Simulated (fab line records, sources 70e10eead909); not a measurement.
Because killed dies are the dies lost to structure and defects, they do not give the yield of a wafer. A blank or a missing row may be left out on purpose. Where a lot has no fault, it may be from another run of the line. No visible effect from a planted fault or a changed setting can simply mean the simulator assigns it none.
Chamber matching ; flow nand-harc ; NHARC_A_M1_CMP_23 on cmp-02 has 4 sister chambers
The step polishes, t overpolish 20 s, target thk 154.34 nm. 4 wafers are shown with their chamber, then 7 later ones without.

## EACH WAFER AND ITS CHAMBER
wafer;chamber;motor-current-A (A)
L089.4;2;12.7
L096.6;0;11.6
L093.1;1;9.9
L093.4;3;12.2

## WAFERS MISSING THEIR CHAMBER
wafer;motor-current-A (A)
L093.6;11.4
L097.1;10.3
L097.2;11.3
L097.3;11.9
L097.4;12.4
L097.5;12.5
L097.6;11.8

## CHAMBER TAKEN BY EACH
wafer;from the rows above;in truth
L093.6;0;0
L097.1;1;1
L097.2;0;0
L097.3;can't be placed: 3 or 0 or 2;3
L097.4;can't be placed: 3 or 2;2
L097.5;can't be placed: 2 or 3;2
L097.6;can't be placed: 0 or 3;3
Correct placement for 3 of the 7. From these rows, 4 cannot be placed; in 4 the true chamber is one of the candidates. Wrongly placed: 0.
How it was worked out, from the rows above alone: a wafer's distance from a chamber is the root of the sum, over the readings, of the square of ((its reading less the chamber's mean) divided by the reading's scatter). If the next closest chamber is less than 2 further off than the closest, the wafer can't be placed; otherwise it belongs to the closest. The mean given for a chamber averages the wafers shown for that chamber. The scatter: with one shown wafer a chamber, the root of the mean of the squares of how far each hidden wafer lies from its nearest shown one.
